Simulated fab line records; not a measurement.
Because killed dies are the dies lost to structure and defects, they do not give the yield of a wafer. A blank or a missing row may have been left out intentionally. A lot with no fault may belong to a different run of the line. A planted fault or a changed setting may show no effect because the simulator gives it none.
Matching of chambers || flow n5 finfet || 4 sister chambers for N5_STI_FIN_REVEAL_STRIP_24 on rie diel-03
The step strips in N2/H2, time 90 s. 8 wafers are shown with their chamber, then 7 later ones without.

## WAFERS PAIRED WITH THEIR CHAMBERS
{"wafer": "L078.4", "chamber": 2, "showerhead plenum p Torr (Torr)": 3.20, "throttle valve pct (%)": 12.64}
{"wafer": "L078.6", "chamber": 0, "showerhead plenum p Torr (Torr)": 3.24, "throttle valve pct (%)": 12.23}
{"wafer": "L081.1", "chamber": 3, "showerhead plenum p Torr (Torr)": 3.55, "throttle valve pct (%)": 11.77}
{"wafer": "L081.5", "chamber": 3, "showerhead plenum p Torr (Torr)": 3.55, "throttle valve pct (%)": 11.79}
{"wafer": "L082.1", "chamber": 0, "showerhead plenum p Torr (Torr)": 3.24, "throttle valve pct (%)": 12.25}
{"wafer": "L082.3", "chamber": 2, "showerhead plenum p Torr (Torr)": 3.19, "throttle valve pct (%)": 12.67}
{"wafer": "L089.2", "chamber": 1, "showerhead plenum p Torr (Torr)": 3.50, "throttle valve pct (%)": 12.75}
{"wafer": "L089.5", "chamber": 1, "showerhead plenum p Torr (Torr)": 3.50, "throttle valve pct (%)": 12.76}

## WAFERS MISSING THEIR CHAMBER
{"wafer": "L089.6", "showerhead plenum p Torr (Torr)": 3.54, "throttle valve pct (%)": 11.84}
{"wafer": "L093.1", "showerhead plenum p Torr (Torr)": 3.54, "throttle valve pct (%)": 11.85}
{"wafer": "L093.2", "showerhead plenum p Torr (Torr)": 3.23, "throttle valve pct (%)": 12.31}
{"wafer": "L093.4", "showerhead plenum p Torr (Torr)": 3.49, "throttle valve pct (%)": 12.78}
{"wafer": "L094.1", "showerhead plenum p Torr (Torr)": 3.54, "throttle valve pct (%)": 11.85}
{"wafer": "L094.5", "showerhead plenum p Torr (Torr)": 3.59, "throttle valve pct (%)": 12.06}
{"wafer": "L094.6", "showerhead plenum p Torr (Torr)": 3.49, "throttle valve pct (%)": 12.80}

## WHICH CHAMBER EACH ONE RAN IN
{"wafer": "L089.6", "from the rows above": 3, "in truth": 3}
{"wafer": "L093.1", "from the rows above": 3, "in truth": 3}
{"wafer": "L093.2", "from the rows above": 0, "in truth": 0}
{"wafer": "L093.4", "from the rows above": 1, "in truth": 1}
{"wafer": "L094.1", "from the rows above": 3, "in truth": 3}
{"wafer": "L094.5", "from the rows above": 3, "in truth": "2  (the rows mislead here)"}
{"wafer": "L094.6", "from the rows above": 1, "in truth": 1}
6 of 7 placed correctly. Can't be placed from these rows: 0. Number placed wrongly: 1.
How it was worked out, from the rows above alone: a wafer's distance from a chamber is the root of the sum, over the readings, of the square of ((its reading less the chamber's mean) divided by the reading's scatter). If the next closest chamber is less than 2 further off than the closest, the wafer can't be placed; otherwise it belongs to the closest. The mean given for a chamber averages the wafers shown for that chamber. The scatter is the square root of a quotient: the sum, over the shown wafers, of each reading's squared deviation from its chamber's mean, divided by wafers minus chambers.
